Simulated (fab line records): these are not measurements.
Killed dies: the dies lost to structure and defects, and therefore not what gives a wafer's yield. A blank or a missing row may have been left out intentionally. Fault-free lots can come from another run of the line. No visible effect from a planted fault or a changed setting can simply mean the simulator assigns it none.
One fault through the eyes of 3 desks | flow n5 finfet | each desk holds nothing but its own numbers, with what lay behind them at the end

## THE DEFECT DESK
Inspection counts along the route, by lot: the mean over sampled wafers that carry a number. A lot is out of limits, marked OUT, if its mean lies more than 4 standard deviations from the usual mean; the brackets give that distance.
Columns: A = raw defect count at N5_BEOL_M1_INSPECT_13, usual 355
lot  | first seen here | A
L372 | day 6 17:14     | 331
L373 | day 6 23:20     | 452
L374 | day 6 23:59     | 408
L375 | day 7 12:52     | 355
L378 | day 8 00:43     | 373
L377 | day 8 02:02     | 234
L379 | day 8 15:16     | 367
L380 | day 8 20:53     | 305
L384 | day 9 19:46     | 390
L391 | day 11 14:04    | 418
L392 | day 11 22:26    | 362
Finding of this desk: none of the 11 lots has anything out of limits.

## FROM THE METROLOGY DESK
Means of the sampled wafers that have a number, per lot and without regard to the tool the lot ran on: this is what the gauges read. A lot is out of limits, marked OUT, if its mean lies more than 4 standard deviations from the usual mean; the brackets give that distance. Readings shown: 7 of its 11, picked as those furthest out on some lot.
Columns: A = cd nm at N5_BEOL_M1_CD_MEAS_28, usual 23.91 nm; B = DIBL_N at N5_BEOL_M4_RC_MEAS_101, usual 36.3 mV/V; C = IOFF_N at N5_BEOL_M4_RC_MEAS_101, usual 0.163 nA/um; D = IOFF_P at N5_BEOL_M4_RC_MEAS_101, usual 0.22 nA/um; E = SS_N at N5_BEOL_M4_RC_MEAS_101, usual 71.5 mV/dec; F = SS_P at N5_BEOL_M4_RC_MEAS_101, usual 73.3 mV/dec; G = VT_N at N5_BEOL_M4_RC_MEAS_101, usual 249.3 mV
lot  | first seen here | A     | B    | C     | D    | E    | F    | G
L372 | day 6 18:13     | 23.68 | 34.4 | 0.158 | 0.19 | 71.1 | 73.7 | 249.2
L373 | day 7 00:15     | 23.79 | 37.1 | 0.165 | 0.23 | 71.5 | 73.2 | 248.0
L374 | day 7 00:47     | 23.76 | 36.5 | 0.174 | 0.21 | 71.4 | 74.3 | 246.8
L375 | day 7 13:46     | 24.09 | 36.4 | 0.164 | 0.22 | 71.2 | 73.4 | 248.7
L378 | day 8 01:50     | 24.08 | 39.1 | 0.225 | 0.28 | 72.2 | 73.9 | 244.6
L377 | day 8 02:49     | 23.78 | 34.2 | 0.135 | 0.17 | 71.3 | 72.5 | 250.5
L379 | day 8 16:13     | 24.12 | 35.7 | 0.161 | 0.22 | 71.1 | 73.5 | 250.3
L380 | day 8 21:47     | 24.05 | 35.0 | 0.150 | 0.22 | 71.2 | 72.9 | 249.4
L384 | day 9 20:41     | 23.63 | 35.3 | 0.142 | 0.18 | 71.2 | 73.1 | 251.4
L391 | day 11 14:58    | 23.51 | 35.5 | 0.159 | 0.21 | 71.7 | 73.6 | 250.7
L392 | day 11 23:20    | 23.81 | 37.1 | 0.185 | 0.26 | 71.8 | 73.8 | 245.9
Finding of this desk: none of the 11 lots has anything out of limits.

## FOR THE TOOL OWNER'S DESK: litho track-05
The tool's own readings at N5_BEOL_M1_COAT_68 (time 60 s, resist thk 12 nm): means of the sampled wafers that have a number, for each lot that ran on this tool. A lot is out of limits, marked OUT, if its mean lies more than 4 standard deviations from the usual mean; the brackets give that distance.
Columns: A = spin speed rpm at N5_BEOL_M1_COAT_68, usual 1500.1 rpm
lot  | first seen here | A
L372 | day 6 17:49     | 1500.1
L374 | day 7 00:29     | 1500.3
L377 | day 8 02:32     | 1500.5
L379 | day 8 15:47     | 1499.8
L380 | day 8 21:23     | 1500.0
L384 | day 9 20:16     | 1499.6
L391 | day 11 14:34    | 1387.2 (-99 or more) OUT
L392 | day 11 22:56    | 1386.8 (-99 or more) OUT
This desk's verdict: out of limits on L391, L392, starting with L391 at day 11 14:34 (spin speed rpm at N5_BEOL_M1_COAT_68). L372, L374, L377, L379, L380, L384 stayed within limits.

## TAKEN TOGETHER
An alarm could have come from the tool owner's desk at day 11 14:34, on L391, L392.
No out-of-limits result turned up at the defect desk.
Metrology desk: nothing out of limits seen.
The defect desk has L391, L392 on record, within its limits.
The metrology desk has L391, L392 on record, within its limits.
Of the lots named, all ran N5_BEOL_M1_COAT_68 on litho track-05.

## WHAT THE SIMULATOR HAD PUT IN
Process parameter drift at N5_BEOL_M1_COAT_68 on litho track-05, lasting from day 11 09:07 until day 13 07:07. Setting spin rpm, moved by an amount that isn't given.
Shown lots that were struck: L391, L392.
Time in hours from fault onset to the first out-of-limits reading at each desk: the tool owner's desk, 5.
